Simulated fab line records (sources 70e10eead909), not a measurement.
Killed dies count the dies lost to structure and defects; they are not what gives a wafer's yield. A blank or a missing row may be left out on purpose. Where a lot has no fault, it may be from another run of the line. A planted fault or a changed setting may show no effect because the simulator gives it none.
Struck lot and sound lot, side by side / flow nand harc / 14 steps out of a route of 1302
Sound: wafers L998.1, L998.2, L998.5. The struck wafers were L987.1, L987.3, L987.6. At the end, the cause is stated.
For every step that has rows: the tool of each side, followed by ch and its chambers, followed by its first start. Under that, the readings that differ: sound wafers / struck wafers / difference of the means / sigmas: that difference in standard deviations of wafers without a fault.
alike: words and numbers the same on both sides, and readings whose means are apart by under 2 such deviations; not compared: readings that were withheld, readings missing a value for some wafer, numbers with overlapping values and no deviation given by the record, and bounds like >300 which may hide the same value.
Wherever a step has rows on one side only, a row that says differs or no value, or a row with sigmas, the two part there. When numbers do not overlap yet have no deviation, they are printed without sigmas and do not part them. A reading that every wafer of one side lacks parts them only if that side has two wafers or more.

first, 1 step without rows for these wafers: NHARC_P_ZERO_WELL_HARDBAKE_12 (time 65 s).
NHARC_P_ZERO_WELL_DESCUM_13: chemistry O2, time 3 s.
  sound on rie diel-12 ch 0,2, day 10 05:31; struck on rie diel-04 ch 1,2, day 5 15:26
reading=drypump motor current A (A); sound=5.4 5.0 5.0; struck=6.2 6.6 6.6; difference=+1.3; sigmas=+3
  alike: oes product au, rf vpp V, showerhead plenum p Torr, throttle valve pct
  not compared: rf hours counter h
NHARC_P_ZERO_WELL_ETCH_65: etches the open film in N2/H2, target depth 80 nm, overetch 24 nm, time 87.88 s.
  sound on rie diel-12 ch 0,1,3, day 10 05:37; struck on rie diel-04 ch 0,1,3, day 5 15:32
  alike: drypump motor current A, oes product au, rf vpp V, showerhead plenum p Torr, throttle valve pct
  not compared: rf hours counter h
NHARC_P_ZERO_WELL_ETCH_62: etches the open film in CHF3/Ar, target depth 13 nm, time 6.5 s.
  sound: rie diel-12 ch 1,2; struck: rie diel-04 ch 1,3
  alike: drypump motor current A, oes product au, rf vpp V, showerhead plenum p Torr, throttle valve pct
  not compared: rf hours counter h
NHARC_P_ZERO_WELL_ETCH_63: etches the open film in HBr/Cl2, target depth 120 nm, time 40.1 s.
  sound on rie si-02 ch 1,2,3, day 10 05:47; struck on rie si-02 ch 1,3, day 5 15:41
  alike: drypump motor current A, oes product au, throttle valve pct
  not compared: rf hours counter h
then, 7 steps without rows for these wafers: NHARC_P_ZERO_WELL_STRIP_15 (strips in SPM, time 900 s); NHARC_P_ZERO_WELL_DEHYDRATE_16 (time 120 s); NHARC_P_ZERO_WELL_HMDS_17 (time 30 s); NHARC_P_ZERO_WELL_COAT_18; NHARC_P_ZERO_WELL_SOFTBAKE_19 (time 95 s); NHARC_P_ZERO_WELL_EBR_20; NHARC_P_ZERO_WELL_EXPOSE_21 (exposes mask P NWELL, target cd 720 nm).
NHARC_P_ZERO_WELL_PEB_22: peb time 85 s.
  struck on litho track-07, day 5 16:32; sound on litho track-02 ch 0, day 10 06:29
  no value came back on the struck wafers for chill plate temp C (C), exhaust pa (Pa); on the sound wafers chill plate temp C (C) reads 23.06 23.04 23.06
then, 1 step without rows for these wafers: NHARC_P_ZERO_WELL_DEVELOP_23 (time 70 s).

## WHERE THEY PART
At NHARC_P_ZERO_WELL_DESCUM_13 first; at NHARC_P_ZERO_WELL_PEB_22 last (within this record only).

WHY: the cause the simulator had injected
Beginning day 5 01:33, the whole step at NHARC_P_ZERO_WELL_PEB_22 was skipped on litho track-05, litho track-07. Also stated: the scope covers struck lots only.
